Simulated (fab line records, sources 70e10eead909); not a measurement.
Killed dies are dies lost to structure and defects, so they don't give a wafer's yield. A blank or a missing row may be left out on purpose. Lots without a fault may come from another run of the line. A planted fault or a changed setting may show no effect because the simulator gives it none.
Chamber matching | flow nand_harc | NHARC_A_STAIRCASE_DEP_417 on pecvd-01: 3 sister chambers
The step deposits Si3N4, target thk 60 nm. 6 wafers are shown with their chamber, then 7 later ones without.

WAFERS WITH THEIR CHAMBER
wafer  | chamber | heater_power_w (W)
L581.1 | 1       | 610
L584.1 | 2       | 721
L584.2 | 0       | 792
L584.6 | 1       | 658
L592.1 | 0       | 775
L592.5 | 2       | 655

WAFERS WITHOUT THEIR CHAMBER
wafer  | heater_power_w (W)
L592.6 | 608
L590.1 | 742
L590.3 | 711
L590.4 | 623
L593.4 | 745
L593.5 | 560
L593.6 | 722

WHICH CHAMBER EACH WENT THROUGH
wafer  | from the rows above          | in truth
L592.6 | can't be placed: 1 or 2      | 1
L590.1 | can't be placed: 0 or 2 or 1 | 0
L590.3 | can't be placed: 2 or 0 or 1 | 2
L590.4 | can't be placed: 1 or 2      | 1
L593.4 | can't be placed: 0 or 2      | 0
L593.5 | can't be placed: 1 or 2      | 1
L593.6 | can't be placed: 2 or 0 or 1 | 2
Placed correctly: 0 of 7. Can't be placed from these rows: 7 (the true chamber is among the candidates in 7). Placed wrongly: 0.
How it was worked out, from the rows above alone: a wafer's distance from a chamber is the root of the sum, over the readings, of the square of ((its reading less the chamber's mean) divided by the reading's scatter). The wafer belongs to the nearest chamber; if the next one is less than 2 further off, it can't be placed. A chamber's mean is the mean of its shown wafers. The scatter: the root of (the sum of the squares of (reading less its chamber's mean) over the shown wafers, divided by (wafers less chambers)).
